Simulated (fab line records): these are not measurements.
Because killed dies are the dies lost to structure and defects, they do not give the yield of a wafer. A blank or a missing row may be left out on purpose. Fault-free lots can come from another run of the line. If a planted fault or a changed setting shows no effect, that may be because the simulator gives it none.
Which tool was responsible?    flow nand_harc    Sampling: 11 lots, 33 wafers, 6 of 1302 route steps

WHAT THE GAUGES SHOWED, per wafer
NHARC_A_BONDPAD_OVL_MEAS_35. Usual: overlay_x_nm -1 nm, standard deviation 5.7; overlay_y_nm 2 nm, standard deviation 7.
lot   measured      on          overlay_x_nm (nm)  overlay_y_nm (nm)  flag
L145  day 23 01:40  overlay-01  -3 -3 -3           5 5 5              
L148  day 24 18:52  overlay-02  7 8 7              3 3 3              
L150  day 25 10:00  overlay-01  3 3 3              -12 -11 -12        
L153  day 26 13:11  overlay-02  -16 -15 -16        6 6 6              
L151  day 26 16:56  overlay-01  3 3 3              -7 -7 -7           
L154  day 26 22:11  overlay-01  1 0 0              6 7 6              
L156  day 28 02:58  overlay-01  8 8 8              9 9 9              
L160  day 29 12:41  overlay-02  -1 -2 -2           6 6 6              
L167  day 32 02:55  overlay-01  11 10 10           10 10 10           
L166  day 32 08:19  overlay-02  -5 -6 -6           -16 -16 -16        
L168  day 32 18:18  overlay-01  1 2 1              -2 -2 -3           

NHARC_A_BONDPAD_THK_MEAS_20: measures by xrf. Usual: thk_nm 169.5 nm, standard deviation 1.4.
lot   measured      on             thk_nm (nm)        flag
L145  day 23 04:10  film_metro-01  169.0 168.2 169.2  
L148  day 24 21:21  film_metro-01  166.5 170.5 168.3  
L150  day 25 12:32  film_metro-02  170.0 169.5 171.7  
L153  day 26 15:40  film_metro-02  170.3 171.7 171.5  
L151  day 26 19:24  film_metro-02  171.1 171.2 169.6  
L154  day 27 00:40  film_metro-01  169.6 171.1 169.0  
L156  day 28 05:34  film_metro-02  116.8 114.4 115.5  OFF
L160  day 29 15:08  film_metro-02  122.0 119.4 116.6  OFF
L167  day 32 05:30  film_metro-02  171.6 169.7 170.3  
L166  day 32 10:52  film_metro-02  169.6 170.3 169.7  
L168  day 32 21:08  film_metro-02  172.0 170.7 168.7  

NHARC_END_SORT_01. Usual: defect_limited_yield is 90.2 % with standard deviation 2.3, killed_at_array is 62 with standard deviation 15, killed_at_other is 0.8 with standard deviation 1, killed_at_periphery is 3.7 with standard deviation 2.6, killed_dies is 66 with standard deviation 15, killed_open is 3.1 with standard deviation 1.8, and killed_short is 2.6 with standard deviation 1.7.
lot   measured      on         defect_limited_yield (%)  killed_at_array  killed_at_other  killed_at_periphery  killed_dies  killed_open  killed_short  flag
L148  day 26 01:07  prober-02  92.6 92.3 93.9            48 48 40         0 0 0            2 4 1                50 52 41     6 0 0        2 1 1         
L153  day 27 23:36  prober-01  91.6 88.5 89.4            48 69 65         1 0 0            8 9 7                57 78 72     2 7 7        2 3 3         
L156  day 29 11:07  prober-01  0 0 0                     675 673 676      0 0 0            2 4 1                677 677 677  1 0 1        3 3 2         OFF
L160  day 30 19:26  prober-01  0 0 0                     673 672 671      3 4 3            1 1 3                677 677 677  0 0 4        1 3 3         OFF
L167  day 33 07:13  prober-01  92.5 90.7 92.6            40 58 44         4 0 1            7 5 5                51 63 50     2 2 2        5 8 1         
L166  day 33 15:49  prober-02  90.5 89.2 87.3            62 71 79         0 1 3            2 1 4                64 73 86     2 6 3        1 2 2         

EACH LOT AND THE TOOL THAT RAN IT (in order: tool; ch and the chambers of the sampled wafers; start)
lot   NHARC_A_BONDPAD_ETCH_12                        NHARC_A_BONDPAD_ETCH_24                        NHARC_A_BONDPAD_ECD_18
L145  rie_diel-01 ch 0,1,2, day 23 03:10 or earlier  rie_diel-07 ch 2,3, day 23 03:10 or earlier    ecd_cu-01 ch 0,1, day 23 03:10
L148  rie_diel-07 ch 0,1,2, day 24 20:21 or earlier  rie_diel-11 ch 0,1, day 24 20:21 or earlier    ecd_cu-01 ch 0,1, day 24 20:21
L150  rie_diel-07 ch 0,1,3, day 25 11:35 or earlier  rie_diel-11 ch 0,3, day 25 11:35 or earlier    ecd_cu-02 ch 0,1, day 25 11:35
L153  rie_diel-07 ch 1,3, day 26 14:43 or earlier    rie_diel-07 ch 0,1,3, day 26 14:43 or earlier  ecd_cu-02 ch 0,1, day 26 14:43
L151  rie_diel-07 ch 0,2,3, day 26 18:28 or earlier  rie_diel-07 ch 0,2,3, day 26 18:28 or earlier  ecd_cu-01 ch 0,1, day 26 18:28
L154  rie_diel-07 ch 2,3, day 26 23:36 or earlier    rie_diel-01 ch 1,2,3, day 26 23:36 or earlier  ecd_cu-02 ch 0, day 26 23:36
L156  rie_diel-01 ch 1,2,3, day 28 04:30 or earlier  rie_diel-01 ch 0,1,2, day 28 04:30 or earlier  ecd_cu-02 ch 0,1, day 28 04:30
L160  rie_diel-07 ch 0,2,3, day 29 14:12 or earlier  rie_diel-07 ch 0,2, day 29 14:12 or earlier    ecd_cu-02 ch 0,1, day 29 14:12
L167  rie_diel-07 ch 1,2, day 32 03:40 or earlier    rie_diel-07 ch 1,3, day 32 03:40               ecd_cu-02 ch 0,1, day 32 04:25
L166  rie_diel-07 ch 1,2, day 32 09:04 or earlier    rie_diel-07 ch 1,2, day 32 09:04               ecd_cu-01 ch 0,1, day 32 09:50
L168  rie_diel-07 ch 2,3, day 32 19:04 or earlier    rie_diel-07 ch 1,2, day 32 19:04               ecd_cu-01 ch 0,1, day 32 20:05
- NHARC_A_BONDPAD_ETCH_12: etches the open film in CHF3/O2, target depth 220 nm, time 110 s.
- NHARC_A_BONDPAD_ETCH_24: etches the open film in CF4/N2, target depth 30 nm, time 72.99 s.
- NHARC_A_BONDPAD_ECD_18: material Cu, target thk 400 nm.

WHAT THE TOOLS THEMSELVES READ (means of the sampled wafers that have a number; where no wafer has one, the mark that the record gives instead)
NHARC_A_BONDPAD_ETCH_12. Usual: bias_w 200.0 W, standard deviation 0.64; drypump_motor_current_A 5.9 A, standard deviation 0.36; oes_product_au 0.952 a.u., standard deviation 0.022; rf_vpp_V 370.9 V, standard deviation 2.3; showerhead_plenum_p_Torr 2.42 Torr, standard deviation 0.1; throttle_valve_pct 20.573 %, standard deviation 0.0088.
lot   tool         bias_w (W)  drypump_motor_current_A (A)  oes_product_au (a.u.)  rf_vpp_V (V)  showerhead_plenum_p_Torr (Torr)  throttle_valve_pct (%)  flag
L145  rie_diel-01  199.9       5.3                          0.988                  371.4         2.43                             20.566                  
L148  rie_diel-07  200.7       6.1                          0.982                  371.2         2.42                             20.565                  
L150  rie_diel-07  199.6       6.0                          0.966                  370.1         2.37                             20.574                  
L153  rie_diel-07  200.4       6.2                          0.969                  370.6         2.39                             20.573                  
L151  rie_diel-07  199.5       5.9                          0.938                  370.7         2.43                             20.572                  
L154  rie_diel-07  201.1       6.0                          0.926                  371.4         2.46                             20.576                  
L156  rie_diel-01  200.0       5.4                          0.938                  370.6         2.43                             20.564                  
L160  rie_diel-07  200.5       5.9                          0.956                  370.9         2.43                             20.565                  
L167  rie_diel-07  200.2       6.2                          0.963                  371.1         2.44                             20.581                  
L166  rie_diel-07  200.0       6.1                          0.929                  373.5         2.51                             20.579                  
L168  rie_diel-07  199.8       6.0                          0.949                  373.1         2.52                             20.574                  

NHARC_A_BONDPAD_ETCH_24. Usual: bias_w is 100.0 W with standard deviation 0.3, cf4_flow_sccm is 50.00 sccm with standard deviation 0.14, drypump_motor_current_A is 5.8 A with standard deviation 0.41, oes_product_au is 1.003 a.u. with standard deviation 0.011, rf_vpp_V is 314.3 V with standard deviation 2.2, showerhead_plenum_p_Torr is 2.63 Torr with standard deviation 0.12, and throttle_valve_pct is 19.793 % with standard deviation 0.011.
lot   tool         bias_w (W)  cf4_flow_sccm (sccm)  drypump_motor_current_A (A)  oes_product_au (a.u.)  rf_vpp_V (V)  showerhead_plenum_p_Torr (Torr)  throttle_valve_pct (%)  flag
L145  rie_diel-07  100.1       50.08                 6.0                          0.997                  317.1         2.75                             19.792                  
L148  rie_diel-11  99.8        49.92                 6.1                          0.977                  312.1         2.55                             19.794                  
L150  rie_diel-11  100.2       50.07                 5.7                          0.994                  315.6         2.71                             19.786                  
L153  rie_diel-07  100.0       49.92                 6.0                          1.002                  313.5         2.59                             19.801                  
L151  rie_diel-07  100.0       50.02                 5.9                          0.992                  315.4         2.65                             19.787                  
L154  rie_diel-01  100.2       50.04                 5.4                          1.016                  313.9         2.65                             19.791                  
L156  rie_diel-01  100.2       49.86                 5.3                          1.001                  314.2         2.64                             19.795                  
L160  rie_diel-07  100.4       50.00                 6.0                          1.004                  315.6         2.71                             19.790                  
L167  rie_diel-07  100.2       49.89                 6.0                          1.002                  313.9         2.62                             19.792                  
L166  rie_diel-07  99.9        49.87                 6.2                          1.004                  315.1         2.67                             19.796                  
L168  rie_diel-07  99.9        49.84                 6.2                          1.003                  314.5         2.67                             19.778                  

THE ANSWER, worked out from the rows above alone
Rule: take the mean of a lot's wafers that have a number; if it is more than 3 standard deviations from the usual mean, the lot is off. Also off: a lot with no number at a reading for which 4 or more lots have one. All remaining lots with rows at the step are treated as sound. After the gauges, taken in route order, come the tools' own readings; for these a lot's mean is taken, as printed above. The first step at which some lot is off is used, and at that step the reading that is off furthest; a lot without a number counts as furthest.
Off: L156, L160 (NHARC_A_BONDPAD_THK_MEAS_20, thk_nm).
If a tool, at a process step before that reading, ran all the lots that are off and no sound lot after the first of them, it fits. Not tried: the gauges at NHARC_A_BONDPAD_THK_MEAS_20; whatever is off there is also off at NHARC_END_SORT_01, on other tools, and gauge error can't account for it. NHARC_A_BONDPAD_ETCH_12 gives no start for some lots, so the hours and the order of its lots are those of NHARC_A_BONDPAD_ECD_18. NHARC_A_BONDPAD_ETCH_24 gives no start for some lots, so the hours and the order of its lots are those of NHARC_A_BONDPAD_ECD_18. None of those tried fits.

WHAT WAS PUT IN BY THE SIMULATOR
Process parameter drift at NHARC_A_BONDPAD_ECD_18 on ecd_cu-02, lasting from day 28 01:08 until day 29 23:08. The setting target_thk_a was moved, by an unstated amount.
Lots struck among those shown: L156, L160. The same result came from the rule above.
